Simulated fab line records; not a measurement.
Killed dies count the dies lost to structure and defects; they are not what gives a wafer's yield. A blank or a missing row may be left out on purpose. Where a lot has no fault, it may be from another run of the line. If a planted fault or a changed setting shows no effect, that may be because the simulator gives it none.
Chamber matching || flow nand_harc || NHARC_P_M1_CMP_23 on cmp-02 has 4 sister chambers
The step polishes, t overpolish 20 s, target thk 157.82 nm. 22 wafers are shown with their chamber, then 11 later ones without.

## WAFERS, EACH WITH ITS CHAMBER
{"wafer": "L074.1", "chamber": 2, "motor_current_A (A)": 11.3, "time_to_endpoint_s (s)": 24.4}
{"wafer": "L074.2", "chamber": 1, "motor_current_A (A)": 13.4, "time_to_endpoint_s (s)": 25.6}
{"wafer": "L074.6", "chamber": 0, "motor_current_A (A)": 9.8, "time_to_endpoint_s (s)": 25.6}
{"wafer": "L076.1", "chamber": 1, "motor_current_A (A)": 13.2, "time_to_endpoint_s (s)": 29.1}
{"wafer": "L076.2", "chamber": 0, "motor_current_A (A)": 10.5, "time_to_endpoint_s (s)": 26.1}
{"wafer": "L076.5", "chamber": 1, "motor_current_A (A)": 13.0, "time_to_endpoint_s (s)": 30.2}
{"wafer": "L078.2", "chamber": 1, "motor_current_A (A)": 13.5, "time_to_endpoint_s (s)": 31.1}
{"wafer": "L078.3", "chamber": 2, "motor_current_A (A)": 11.1, "time_to_endpoint_s (s)": 30.3}
{"wafer": "L078.4", "chamber": 3, "motor_current_A (A)": 12.9, "time_to_endpoint_s (s)": 34.6}
{"wafer": "L080.3", "chamber": 3, "motor_current_A (A)": 12.5, "time_to_endpoint_s (s)": 34.9}
{"wafer": "L080.5", "chamber": 0, "motor_current_A (A)": 9.8, "time_to_endpoint_s (s)": 30.0}
{"wafer": "L080.6", "chamber": 1, "motor_current_A (A)": 12.8, "time_to_endpoint_s (s)": 30.4}
{"wafer": "L081.2", "chamber": 1, "motor_current_A (A)": 13.0, "time_to_endpoint_s (s)": 30.3}
{"wafer": "L081.4", "chamber": 2, "motor_current_A (A)": 11.5, "time_to_endpoint_s (s)": 31.3}
{"wafer": "L081.5", "chamber": 2, "motor_current_A (A)": 11.8, "time_to_endpoint_s (s)": 32.2}
{"wafer": "L082.1", "chamber": 0, "motor_current_A (A)": 9.7, "time_to_endpoint_s (s)": 28.6}
{"wafer": "L082.2", "chamber": 1, "motor_current_A (A)": 13.6, "time_to_endpoint_s (s)": 33.1}
{"wafer": "L082.3", "chamber": 2, "motor_current_A (A)": 12.0, "time_to_endpoint_s (s)": 32.3}
{"wafer": "L084.2", "chamber": 0, "motor_current_A (A)": 10.1, "time_to_endpoint_s (s)": 28.7}
{"wafer": "L084.4", "chamber": 3, "motor_current_A (A)": 12.9, "time_to_endpoint_s (s)": 33.1}
{"wafer": "L084.6", "chamber": 1, "motor_current_A (A)": 13.8, "time_to_endpoint_s (s)": 32.2}
{"wafer": "L088.4", "chamber": 1, "motor_current_A (A)": 13.2, "time_to_endpoint_s (s)": 30.5}

SIGNATURES (means of the wafers above)
{"reading": "motor_current_A", "chamber 0": 9.980, "chamber 1": 13.278, "chamber 2": 11.540, "chamber 3": 12.767, "scatter within a chamber": 0.325}
{"reading": "time_to_endpoint_s", "chamber 0": 27.800, "chamber 1": 30.278, "chamber 2": 30.100, "chamber 3": 34.200, "scatter within a chamber": 2.29}
Rule: for each reading, subtract the chamber's mean from the wafer's reading, divide by that reading's scatter and square the result; add these up over the readings and take the root, which gives the wafer's distance from the chamber. If the next closest chamber is less than 2 further off than the closest, the wafer can't be placed; otherwise it belongs to the closest. The scatter is the square root of a quotient: the sum, over the shown wafers, of each reading's squared deviation from its chamber's mean, divided by wafers minus chambers.

## WAFERS WITHOUT THEIR CHAMBER
{"wafer": "L088.5", "motor_current_A (A)": 13.1, "time_to_endpoint_s (s)": 28.3}
{"wafer": "L088.6", "motor_current_A (A)": 11.4, "time_to_endpoint_s (s)": 28.5}
{"wafer": "L093.3", "motor_current_A (A)": 13.6, "time_to_endpoint_s (s)": 30.6}
{"wafer": "L093.5", "motor_current_A (A)": 11.7, "time_to_endpoint_s (s)": 28.4}
{"wafer": "L093.6", "motor_current_A (A)": 13.4, "time_to_endpoint_s (s)": 29.4}
{"wafer": "L095.3", "motor_current_A (A)": 13.1, "time_to_endpoint_s (s)": 34.1}
{"wafer": "L095.5", "motor_current_A (A)": 9.9, "time_to_endpoint_s (s)": 31.3}
{"wafer": "L095.6", "motor_current_A (A)": 13.5, "time_to_endpoint_s (s)": 34.4}
{"wafer": "L097.1", "motor_current_A (A)": 12.9, "time_to_endpoint_s (s)": 31.6}
{"wafer": "L097.2", "motor_current_A (A)": 13.4, "time_to_endpoint_s (s)": 28.8}
{"wafer": "L097.4", "motor_current_A (A)": 10.3, "time_to_endpoint_s (s)": 27.7}

## EACH ONE'S CHAMBER
{"wafer": "L088.5", "from the rows above": "can't be placed: 1 or 3", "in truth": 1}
{"wafer": "L088.6", "from the rows above": 2, "in truth": 2}
{"wafer": "L093.3", "from the rows above": 1, "in truth": 1}
{"wafer": "L093.5", "from the rows above": 2, "in truth": 2}
{"wafer": "L093.6", "from the rows above": 1, "in truth": 1}
{"wafer": "L095.3", "from the rows above": "can't be placed: 3 or 1", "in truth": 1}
{"wafer": "L095.5", "from the rows above": 0, "in truth": 0}
{"wafer": "L095.6", "from the rows above": "can't be placed: 1 or 3", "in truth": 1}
{"wafer": "L097.1", "from the rows above": "can't be placed: 3 or 1", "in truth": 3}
{"wafer": "L097.2", "from the rows above": 1, "in truth": 1}
{"wafer": "L097.4", "from the rows above": 0, "in truth": 0}
Placed correctly: 7 of 11. Unplaceable from these rows: 4, with the true chamber sitting among the candidates in 4. 0 placed wrongly.
